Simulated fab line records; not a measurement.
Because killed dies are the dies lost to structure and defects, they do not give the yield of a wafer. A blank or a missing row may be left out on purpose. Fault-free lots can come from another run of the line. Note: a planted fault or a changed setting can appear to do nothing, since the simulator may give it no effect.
Chamber matching ; flow n5 finfet ; 3 sister chambers for N5_BEOL_M12_ILD_DEP_00 on pecvd-01
The step deposits SiOC from DEMS/O2, target thk 658.92 nm, time 130.7 s. 3 wafers are shown with their chamber, then 10 later ones without.

## WAFERS, EACH WITH ITS CHAMBER
wafer;chamber;throttle valve pct (%)
L082.4;1;12.4
L085.1;0;11.2
L085.2;2;12.0

## WAFERS WITHOUT THEIR CHAMBER
wafer;throttle valve pct (%)
L085.3;12.2
L093.1;12.0
L093.3;12.3
L093.6;11.1
L094.1;11.3
L094.2;12.3
L094.3;12.0
L096.4;12.4
L096.5;12.0
L096.6;11.1

## WHICH CHAMBER EACH WENT THROUGH
wafer;from the rows above;in truth
L085.3;can't be placed: 2 or 1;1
L093.1;2;2
L093.3;1;1
L093.6;0;0
L094.1;0;0
L094.2;1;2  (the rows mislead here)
L094.3;2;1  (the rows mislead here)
L096.4;1;1
L096.5;2;2
L096.6;0;0
Correct placement for 7 of the 10. Cannot be placed on the basis of these rows: 1; the candidates contain the true chamber in 1. Placed wrongly: 2.
How it was worked out, from the rows above alone: a wafer's distance from a chamber is the root of the sum, over the readings, of the square of ((its reading less the chamber's mean) divided by the reading's scatter). If the next closest chamber is less than 2 further off than the closest, the wafer can't be placed; otherwise it belongs to the closest. The mean given for a chamber averages the wafers shown for that chamber. The scatter: with one shown wafer a chamber, the root of the mean of the squares of how far each hidden wafer lies from its nearest shown one.
